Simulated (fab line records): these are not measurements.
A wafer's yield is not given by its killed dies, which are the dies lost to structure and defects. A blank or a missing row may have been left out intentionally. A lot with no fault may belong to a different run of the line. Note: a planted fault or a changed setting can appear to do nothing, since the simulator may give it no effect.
Which of the tools did it? / flow n5Finfet / route of 1938 steps, sampled at 1 step: 24 lots, 72 wafers

== WHAT THE GAUGES SHOWED, per wafer ==
N5_MOL_CONTACT_COAG_INSPECT_97: inspects for defects (darkfield).
lot=L074; measured=day 5 10:10; on=defectInspect-02; rawDefectCount=69 46 60
lot=L075; measured=day 5 20:34; on=defectInspect-01; rawDefectCount=57 38 52
lot=L076; measured=day 5 23:35; on=defectInspect-02; rawDefectCount=36 44 58
lot=L077; measured=day 6 05:21; on=defectInspect-02; rawDefectCount=47 25 47
lot=L078; measured=day 6 10:37; on=defectInspect-02; rawDefectCount=42 58 75
lot=L079; measured=day 6 23:34; on=defectInspect-01; rawDefectCount=16 45 44
lot=L080; measured=day 7 04:07; on=defectInspect-02; rawDefectCount=23 51 48
lot=L081; measured=day 7 08:11; on=defectInspect-02; rawDefectCount=39 38 31
lot=L082; measured=day 7 11:33; on=defectInspect-01; rawDefectCount=44 28 37
lot=L083; measured=day 7 14:58; on=defectInspect-01; rawDefectCount=38 35 21
lot=L085; measured=day 8 04:43; on=defectInspect-01; rawDefectCount=32 21 37
lot=L084; measured=day 8 04:44; on=defectInspect-02; rawDefectCount=45 62 28
lot=L087; measured=day 8 11:04; on=defectInspect-02; rawDefectCount=27 15 36
lot=L086; measured=day 8 15:20; on=defectInspect-02; rawDefectCount=43 38 29
lot=L088; measured=day 8 23:55; on=defectInspect-02; rawDefectCount=45 26 41
lot=L089; measured=day 9 10:03; on=defectInspect-02; rawDefectCount=32 34 37
lot=L090; measured=day 9 19:47; on=defectInspect-01; rawDefectCount=28 42 30
lot=L091; measured=day 9 22:44; on=defectInspect-01; rawDefectCount=49 45 58
lot=L092; measured=day 9 22:44; on=defectInspect-02; rawDefectCount=46 45 51
lot=L093; measured=day 10 03:48; on=defectInspect-01; rawDefectCount=75 51 57
lot=L094; measured=day 10 13:55; on=defectInspect-01; rawDefectCount=32 29 42
lot=L095; measured=day 11 03:49; on=defectInspect-02; rawDefectCount=53 38 34
lot=L097; measured=day 11 11:21; on=defectInspect-02; rawDefectCount=53 45 44
lot=L096; measured=day 11 15:11; on=defectInspect-01; rawDefectCount=22 15 25

== EACH LOT AND THE TOOL THAT RAN IT (in order: tool; ch and the chambers of the sampled wafers; start) ==
The record shows no process step preceding these readings.

== WHAT THE TOOLS THEMSELVES READ (means of the sampled wafers that have a number; where no wafer has one, the mark that the record gives instead) ==
The record holds no such reading with a usual standard deviation.

== THE ANSWER, worked out from the rows above alone ==
Rule: the usual values come from the lots themselves. Put in order of their means at a reading, lots are off if they are a third of the lots or fewer, leave a main group of 4 or more, and stand apart from it by a gap of 3 or more times the standard deviation of the main group's means; of several such gaps the widest counts. Not used: any main group whose means are identical at the precision the tables above print for the reading. Also off: a lot with no number at a reading for which 4 or more lots have one. Where the step has rows for the other lots, those lots are counted as sound. After the gauges, taken in route order, come the tools' own readings; for these a lot's mean is taken, as printed above. At the first step where some lot is off, the reading lying furthest off is the one used; lots without a number count as furthest.
No lot is off on any of the readings shown, so nothing can be concluded from this.

== WHAT WAS PUT IN BY THE SIMULATOR ==
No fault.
